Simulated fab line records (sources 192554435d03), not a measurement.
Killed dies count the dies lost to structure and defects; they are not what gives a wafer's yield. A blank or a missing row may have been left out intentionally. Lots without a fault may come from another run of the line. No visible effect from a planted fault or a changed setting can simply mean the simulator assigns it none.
Chamber matching / flow n5 finfet / N5_MOL_CONTACT_COAG_ETCH_90 on rie diel-06 has 4 sister chambers
The step etches SiARC in CF4, target depth 13 nm, time 21.7 s. 16 wafers are shown with their chamber, then 8 later ones without.

## WAFERS, EACH WITH ITS CHAMBER
wafer=L076.3; chamber=2; throttle valve pct (%)=15.74; showerhead plenum p Torr (Torr)=2.19; oes product au (a.u.)=0.74
wafer=L076.4; chamber=1; throttle valve pct (%)=15.90; showerhead plenum p Torr (Torr)=2.22; oes product au (a.u.)=0.60
wafer=L076.6; chamber=0; throttle valve pct (%)=15.15; showerhead plenum p Torr (Torr)=2.10; oes product au (a.u.)=0.73
wafer=L079.2; chamber=3; throttle valve pct (%)=15.38; showerhead plenum p Torr (Torr)=2.16; oes product au (a.u.)=0.72
wafer=L079.4; chamber=0; throttle valve pct (%)=15.16; showerhead plenum p Torr (Torr)=2.10; oes product au (a.u.)=0.72
wafer=L079.6; chamber=0; throttle valve pct (%)=15.13; showerhead plenum p Torr (Torr)=2.10; oes product au (a.u.)=0.71
wafer=L082.1; chamber=3; throttle valve pct (%)=15.40; showerhead plenum p Torr (Torr)=2.16; oes product au (a.u.)=0.71
wafer=L082.3; chamber=2; throttle valve pct (%)=15.78; showerhead plenum p Torr (Torr)=2.18; oes product au (a.u.)=0.73
wafer=L082.5; chamber=0; throttle valve pct (%)=15.15; showerhead plenum p Torr (Torr)=2.09; oes product au (a.u.)=0.71
wafer=L086.2; chamber=2; throttle valve pct (%)=15.80; showerhead plenum p Torr (Torr)=2.18; oes product au (a.u.)=0.73
wafer=L086.5; chamber=2; throttle valve pct (%)=15.81; showerhead plenum p Torr (Torr)=2.18; oes product au (a.u.)=0.72
wafer=L086.6; chamber=1; throttle valve pct (%)=15.95; showerhead plenum p Torr (Torr)=2.21; oes product au (a.u.)=0.59
wafer=L087.1; chamber=1; throttle valve pct (%)=15.96; showerhead plenum p Torr (Torr)=2.21; oes product au (a.u.)=0.58
wafer=L087.4; chamber=3; throttle valve pct (%)=15.42; showerhead plenum p Torr (Torr)=2.16; oes product au (a.u.)=0.71
wafer=L087.5; chamber=2; throttle valve pct (%)=15.82; showerhead plenum p Torr (Torr)=2.18; oes product au (a.u.)=0.72
wafer=L089.2; chamber=0; throttle valve pct (%)=15.17; showerhead plenum p Torr (Torr)=2.09; oes product au (a.u.)=0.71

SIGNATURES (means of the wafers above)
reading=throttle valve pct; chamber 0=15.1520; chamber 1=15.9367; chamber 2=15.7900; chamber 3=15.4000; scatter within a chamber=0.0254
reading=showerhead plenum p Torr; chamber 0=2.0960; chamber 1=2.2133; chamber 2=2.1820; chamber 3=2.1600; scatter within a chamber=0.00471
reading=oes product au; chamber 0=0.7160; chamber 1=0.5900; chamber 2=0.7280; chamber 3=0.7133; scatter within a chamber=0.0085
Rule: a wafer's distance from a chamber is the root of the sum, over the readings, of the square of ((its reading less the chamber's mean) divided by the reading's scatter). If the next closest chamber is less than 2 further off than the closest, the wafer can't be placed; otherwise it belongs to the closest. The scatter: the root of (the sum of the squares of (reading less its chamber's mean) over the shown wafers, divided by (wafers less chambers)).

## WAFERS WHOSE CHAMBER IS MISSING
wafer=L089.4; throttle valve pct (%)=15.81; showerhead plenum p Torr (Torr)=2.18; oes product au (a.u.)=0.73
wafer=L089.6; throttle valve pct (%)=15.18; showerhead plenum p Torr (Torr)=2.09; oes product au (a.u.)=0.71
wafer=L090.3; throttle valve pct (%)=15.81; showerhead plenum p Torr (Torr)=2.18; oes product au (a.u.)=0.72
wafer=L090.5; throttle valve pct (%)=15.44; showerhead plenum p Torr (Torr)=2.16; oes product au (a.u.)=0.70
wafer=L090.6; throttle valve pct (%)=15.81; showerhead plenum p Torr (Torr)=2.18; oes product au (a.u.)=0.72
wafer=L092.3; throttle valve pct (%)=15.82; showerhead plenum p Torr (Torr)=2.17; oes product au (a.u.)=0.71
wafer=L092.4; throttle valve pct (%)=15.83; showerhead plenum p Torr (Torr)=2.17; oes product au (a.u.)=0.72
wafer=L092.5; throttle valve pct (%)=15.20; showerhead plenum p Torr (Torr)=2.09; oes product au (a.u.)=0.69

## CHAMBER TAKEN BY EACH
wafer=L089.4; from the rows above=2; in truth=2
wafer=L089.6; from the rows above=0; in truth=0
wafer=L090.3; from the rows above=2; in truth=2
wafer=L090.5; from the rows above=3; in truth=3
wafer=L090.6; from the rows above=2; in truth=2
wafer=L092.3; from the rows above=2; in truth=2
wafer=L092.4; from the rows above=2; in truth=2
wafer=L092.5; from the rows above=0; in truth=0
Correct placement for 8 of the 8. Number that these rows cannot place: 0. Placed wrongly: 0.
